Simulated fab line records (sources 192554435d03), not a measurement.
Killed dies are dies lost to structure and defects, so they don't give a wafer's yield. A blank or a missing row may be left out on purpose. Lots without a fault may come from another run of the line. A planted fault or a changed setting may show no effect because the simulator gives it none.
Split-lot study    flow n5-finfet    on a route of 1938 steps: 7 lots, 39 wafers read

== ABOUT THE SPLIT ==
At N5_FIN_SAQP_SPACER1_ALD_24 (deposits SiO2, target thk 20.3 nm, pulse time 1 s, purge time 2 s), the setting ald-cycles was moved away from the recipe's 218 on 15 of the 39 wafers read, by -50.5% to +53.2%. This setting was run at the recipe's value on the other wafers.

== FROM THE SPLIT TO THE READING: what the file shows between them, 2 steps ==
- N5_FIN_SAQP_SPACER1_ETCHBACK_25: etches SiO2 in CHF3/O2, target depth 24.4 nm, time 12.2 s
- N5_FIN_SAQP_MANDREL1_REMOVE_56: chemistry HBr/Cl2/O2, target a-Si, stops on SiNx, bt time 10 s

== THE READING ==
cd-nm, in nm, at N5_FIN_SAQP_CD_MEAS_27 (target cd 20 nm). On this fab line, fault-free wafers typically give 20.37 nm with a standard deviation of 0.23 nm.

wafer   tool, chamber at the split  ald-cycles as run  against the recipe  cd-nm, nm  against lot-mates on the recipe
L080.2  ald-sin-03, 0,3             218                recipe              20.52      -
L080.3  ald-sin-03, 0,3             218                recipe              20.47      -
L080.4  ald-sin-03, 2               218                recipe              20.72      -
L086.1  ald-sin-04, 2               218                recipe              20.84      -
L086.2  ald-sin-04, 1,0             218                recipe              19.90      -
L086.3  ald-sin-04, 3,0,1           108                -50.5%              9.90       -10.43
L086.4  ald-sin-04, 3,0,1           108                -50.5%              9.86       -10.47
L086.5  ald-sin-04, 1,0             218                recipe              20.25      -
L086.6  ald-sin-04, 3,0,1           108                -50.5%              9.76       -10.57
L088.1  ald-sin-02, 3               218                recipe              20.05      -
L088.2  ald-sin-02, 2,0,1,3,0       218                recipe              20.41      -
L088.3  ald-sin-02, 2,0,1,3,0       218                recipe              20.33      -
L088.4  ald-sin-02, 2,0,1,3,0       218                recipe              20.58      -
L088.5  ald-sin-02, 2,0,1,3,0       218                recipe              20.27      -
L088.6  ald-sin-02, 2,0,1,3,0       218                recipe              20.41      -
L090.1  ald-sin-03, 1,3             218                recipe              20.61      -
L090.2  ald-sin-03, 0,2,3           297                +36.2%              27.96      +7.54
L090.3  ald-sin-03, 1,3             218                recipe              20.15      -
L090.4  ald-sin-03, 2               218                recipe              20.50      -
L090.5  ald-sin-03, 0,2,3           297                +36.2%              27.68      +7.26
L090.6  ald-sin-03, 0,2,3           297                +36.2%              27.77      +7.35
L091.1  ald-sin-02, 1               321                +47.2%              29.69      +9.52
L091.2  ald-sin-02, 0,3             218                recipe              20.12      -
L091.3  ald-sin-02, 2               218                recipe              20.39      -
L091.4  ald-sin-02, 3,0             321                +47.2%              30.27      +10.10
L091.5  ald-sin-02, 3,0             321                +47.2%              29.76      +9.59
L091.6  ald-sin-02, 0,3             218                recipe              20.01      -
L094.1  ald-sin-03, 2,3             334                +53.2%              31.41      +10.78
L094.2  ald-sin-03, 0               334                +53.2%              31.31      +10.68
L094.3  ald-sin-03, 1,3,2           218                recipe              20.50      -
L094.4  ald-sin-03, 1,3,2           218                recipe              20.33      -
L094.5  ald-sin-03, 2,3             334                +53.2%              31.69      +11.06
L094.6  ald-sin-03, 1,3,2           218                recipe              21.07      -
L097.1  ald-sin-04, 3,0,2           119                -45.4%              11.66      -8.66
L097.2  ald-sin-04, 3,0,2           119                -45.4%              11.21      -9.11
L097.3  ald-sin-04, 3,0,2           119                -45.4%              11.09      -9.23
L097.4  ald-sin-04, 1,0             218                recipe              20.51      -
L097.5  ald-sin-04, 1,0             218                recipe              20.16      -
L097.6  ald-sin-04, 3               218                recipe              20.28      -
When a row names more than one chamber, that row covers several wafers, and the file does not tell which wafer ran in which chamber.

THE FIT
A straight line over all 39 wafers: cd-nm changes by +0.205 nm for each +1% of ald-cycles; r = +1.00; the points scatter about the line by 0.27 nm.
The same after taking each lot's own level away (the mean of its wafers on the recipe; 39 wafers): +0.204 nm for each +1%; r = +1.00; scatter 0.24 nm.
That fit puts the effect of the largest move of ald-cycles on the reading at 11 nm.
The span of the lots' own levels, 20.173 to 20.633 nm, comes to 2.0 times the standard deviation stated above.
So the lot-to-lot level changes the slope little: the two slopes agree.
Check: +10.9 nm against its lot-mates is what the line predicts for one of the wafers moved furthest among these (+53.2%) when that wafer is left out of the fit. Against them it came out at +10.8 nm.

== THE WHOLE CHAIN: every reading that the file lists as answering this split, in the file's order ==
step                            what it does                                                       reading                                                                                  change (the file's fit)                r (the file's)
N5_FIN_SAQP_SPACER1_ALD_24      deposits SiO2, target thk 20.3 nm, pulse time 1 s, purge time 2 s  SiO2_of_FIN_SAQP_SPACER1_ALD_24.thk-nm (the simulator's own value, which no gauge read)  +0.202 nm for each +1% of the setting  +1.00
N5_FIN_SAQP_MANDREL1_REMOVE_56  chemistry HBr/Cl2/O2, target a-Si, stops on SiNx, bt time 10 s     FIN_SAQP.cd-nm (the simulator's own value, which no gauge read)                          +0.204 nm for each +1% of the setting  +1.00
N5_FIN_SAQP_CD_MEAS_27          target cd 20 nm                                                    cd-nm                                                                                    +0.204 nm for each +1% of the setting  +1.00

== FILE'S OWN FIT ==
cd-nm changes by +0.204 nm for each +1% of ald-cycles, r = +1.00.
